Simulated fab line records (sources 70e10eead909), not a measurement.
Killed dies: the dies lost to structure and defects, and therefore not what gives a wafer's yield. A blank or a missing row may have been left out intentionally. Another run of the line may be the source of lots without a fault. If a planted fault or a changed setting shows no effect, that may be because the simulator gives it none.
Check for tools in common | flow nand harc | 1 lot, 3 wafers sampled

## REASON IT WAS OPENED
At NHARC_END_SORT_01 the reading killed at periphery is flagged on 1 of 1 lot. Fault-free wafers read 3.6, with a standard deviation of 2.4.
Rule: a lot is flagged in two cases, either no wafer of it has a number, or all its wafers with numbers fall more than 4 standard deviations from that mean. As for the other lots, they are considered sound.

lot  | measured     | on        | killed at periphery, wafer by wafer | flag
L427 | day 26 13:35 | prober-02 | 615 616 621                         | FLAGGED
On average the flagged lots read 617.3, which is +613.7 against the usual, or +99 or more standard deviations.

## TOOL THAT RAN EACH LOT
Before the reading, the record contains 4 process steps out of a 1302-step route. Every cell lists first the tool, next ch and the chambers used by the sampled wafers, and last the start.
lot  | flag    | NHARC_P_ZERO_WELL_ETCH_65         | NHARC_P_ZERO_WELL_ETCH_63     | NHARC_P_ZERO_WELL_EXPOSE_21      | NHARC_P_STI_DESCUM_14
L427 | FLAGGED | rie diel-08 ch 0,1,3, day 4 00:31 | rie si-02 ch 0,1, day 4 01:47 | krf scanner-01 ch 0, day 4 02:32 | no row
What is done by these steps:
- NHARC_P_ZERO_WELL_ETCH_65: etches the open film in N2/H2, target depth 80 nm, overetch 24 nm, time 87.88 s.
- NHARC_P_ZERO_WELL_ETCH_63: etches the open film in HBr/Cl2, target depth 120 nm, time 40.1 s.
- NHARC_P_ZERO_WELL_EXPOSE_21: exposes mask P NWELL, target cd 720 nm.
- NHARC_P_STI_DESCUM_14: chemistry O2, time 3 s.
- NHARC_END_SORT_01

## FLAGGED AGAINST TOTAL, ONE TOOL AT A TIME (gauges that did the reading follow at the end)
step                        | tool           | lots run | flagged | share of the flagged lots | sound lots run after its first flagged lot
NHARC_P_ZERO_WELL_ETCH_65   | rie diel-08    | 1        | 1       | all                       | 0
NHARC_P_ZERO_WELL_ETCH_63   | rie si-02      | 1        | 1       | all                       | 0
NHARC_P_ZERO_WELL_EXPOSE_21 | krf scanner-01 | 1        | 1       | all                       | 0
NHARC_END_SORT_01           | prober-02      | 1        | 1       | all                       | 0

## WHAT THE TABLE PERMITS
4 rows of the table ran every flagged lot: rie diel-08 at NHARC_P_ZERO_WELL_ETCH_65, rie si-02 at NHARC_P_ZERO_WELL_ETCH_63, krf scanner-01 at NHARC_P_ZERO_WELL_EXPOSE_21, prober-02 at NHARC_END_SORT_01.
- rie diel-08 at NHARC_P_ZERO_WELL_ETCH_65: 1 of its 1 lot flagged. No sound lot ran on it before its first flagged lot in this sample; the start therefore can't be narrowed down.
- rie si-02 at NHARC_P_ZERO_WELL_ETCH_63: 1 of its 1 lot flagged. No sound lot ran on it before its first flagged lot in this sample; the start therefore can't be narrowed down.
- krf scanner-01 at NHARC_P_ZERO_WELL_EXPOSE_21: 1 of its 1 lot flagged. No sound lot ran on it before its first flagged lot in this sample; the start therefore can't be narrowed down.
- prober-02 at NHARC_END_SORT_01: 1 of its 1 lot flagged. No sound lot ran on it before its first flagged lot in this sample; the start therefore can't be narrowed down.
Because each of these 4 tools fits a fault that began at some hour, counting lots does not separate them. More lots, or a look at what each step does to the wafer, might.

## WHAT WAS PUT IN BY THE SIMULATOR
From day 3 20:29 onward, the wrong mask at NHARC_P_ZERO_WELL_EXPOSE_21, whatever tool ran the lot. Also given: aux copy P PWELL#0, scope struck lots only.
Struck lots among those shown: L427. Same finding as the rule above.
